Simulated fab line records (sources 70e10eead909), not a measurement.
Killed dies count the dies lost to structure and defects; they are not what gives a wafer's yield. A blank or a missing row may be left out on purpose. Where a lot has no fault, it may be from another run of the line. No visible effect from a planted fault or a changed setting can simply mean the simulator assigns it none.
Comparing a struck lot with a sound one | flow nand harc | 15 steps out of a route of 1302
Sound: these wafers, L120.1, L120.2, L120.5. Wafers L129.3, L129.5, L129.6 were the ones struck. The cause is given at the end.
Each step with rows lists, per side, the tool, then ch with its chambers, then its first start. Under that, the readings that differ: sound wafers | struck wafers | difference of the means | sigmas: that difference in standard deviations of wafers without a fault.
alike: same words and numbers on both sides, and readings whose means sit less than 2 such deviations apart. not compared: any withheld reading, any reading some wafer has no value for, any bound like >300 that may hide the same value, and any number with overlapping values for which the record gives no deviation.
The two part at a step that has a row with sigmas, a row that says differs or no value, or rows on one side only. When numbers do not overlap yet have no deviation, they are printed without sigmas and do not part them. A reading that every wafer of one side lacks parts them only if that side has two wafers or more.

NHARC_A_CONTACT_CD_MEAS_69: the cd target is 300 nm.
  sound on cd sem-02 ch 0, day 24 19:16; struck on cd sem-01 ch 0, day 28 01:25
  alike: cd nm
NHARC_A_CONTACT_OVL_MEAS_70:
  sound on overlay-02, day 24 19:20; struck on overlay-02, day 28 01:31
  alike: overlay x nm, overlay y nm
NHARC_A_CONTACT_INSPECT_71:
  sound on defect inspect-01, day 24 19:23; struck on defect inspect-01, day 28 01:33
  alike: raw defect count
NHARC_A_CONTACT_DESCUM_74: chemistry O2, time 3 s.
  sound on rie diel-08 ch 0,2, day 24 19:27; struck on rie diel-08 ch 1,2, day 28 01:37
  alike: drypump motor current A, oes product au, rf vpp V, showerhead plenum p Torr, throttle valve pct
  not compared: rf hours counter h
then, 1 step without rows for these wafers: NHARC_A_CONTACT_ETCH_75 (etches the open film in CF4, target depth 39 nm, time 65 s).
NHARC_A_CONTACT_ETCH_76: etches the open film in N2/H2, target depth 260 nm, time 475.3 s.
  sound on rie diel-08 ch 0,1,3; struck on rie diel-08 ch 0,1,2
  alike: bias w, chamber pressure mTorr, drypump motor current A, oes product au, rf vpp V, showerhead plenum p Torr, throttle valve pct
  not compared: rf hours counter h
NHARC_A_CONTACT_ETCH_77: etches the open film in CF4/CHF3, target depth 108.9 nm, time 54.5 s.
  sound on rie diel-08 ch 1,2,3; struck on rie diel-08 ch 0,3
  reading               | sound             | struck            | difference | sigmas
  oes product au (a.u.) | 0.938 0.934 0.915 | 0.980 0.978 0.986 | +0.052     | +2
  alike: bias w, cf4 flow sccm, drypump motor current A, rf vpp V, showerhead plenum p Torr, throttle valve pct
  not compared: rf hours counter h
NHARC_A_CONTACT_ETCH_78: etches the open film in O2/COS, target depth 5300 nm, time 1378 s.
  sound on rie diel-08 ch 1,3; struck on rie diel-08 ch 0,2,3
  alike: bias w, chamber pressure mTorr, drypump motor current A, oes product au, rf vpp V, showerhead plenum p Torr, throttle valve pct
  not compared: rf hours counter h
NHARC_A_CONTACT_ETCH_124: etches the open film in C4F8/O2/Ar, time 140 s, target depth 700 nm.
  sound on har cap etch-01 ch 0,1, day 24 20:59; struck on har cap etch-03 ch 0,1, day 28 03:13
  alike: chamber pressure mTorr, oes air line au
  not compared: rf hours counter h
then, 3 steps without rows for these wafers: NHARC_A_CONTACT_ETCH_125 (etches the open film in C4F8/O2/Ar, time 197 s, target depth 1918 nm); NHARC_A_CONTACT_ETCH_126 (etches the open film in C4F8/O2/Ar, time 197 s, target depth 1918 nm); NHARC_A_CONTACT_ETCH_127 (etches the open film in C4F8/O2/Ar, time 197 s, target depth 1918 nm).
NHARC_A_CONTACT_ETCH_128: etches the open film in C4F8/O2/Ar, time 197 s, target depth 1918 nm.
  sound on har cap etch-01 ch 0,1, day 24 21:43; struck on har cap etch-03 ch 0,1, day 28 03:56
  no value came back on the struck wafers for chamber pressure mTorr (mTorr), oes air line au (a.u.), time s (s); on the sound wafers chamber pressure mTorr (mTorr) reads 19.965 20.024 19.991
  not compared: rf hours counter h
then, 1 step without rows for these wafers: NHARC_A_CONTACT_ETCH_129 (etches the open film in C4F8/O2/Ar, time 197 s, target depth 1918 nm).
-- record jumps: 3 days between struck wafers' starts before vs after; left off in module A_CONTACT, resumes in module END, first step shown is number 1302 of the route --
NHARC_END_SORT_01:
  sound on prober-01 ch 0, day 27 13:47; struck on prober-02 ch 0, day 30 17:15
  reading         | sound    | struck      | difference | sigmas
  killed at array | 74 76 86 | 673 673 674 | +595       | +30
  killed at other | 5 3 5    | 0 0 0       | -4         | -3
  killed dies     | 85 83 97 | 677 677 677 | +589       | +28
  alike: killed at periphery, killed open, killed short

WHERE THEY PART
At NHARC_A_CONTACT_ETCH_77 first; at NHARC_END_SORT_01 last (within this record only).

WHY: whatever the simulator had introduced
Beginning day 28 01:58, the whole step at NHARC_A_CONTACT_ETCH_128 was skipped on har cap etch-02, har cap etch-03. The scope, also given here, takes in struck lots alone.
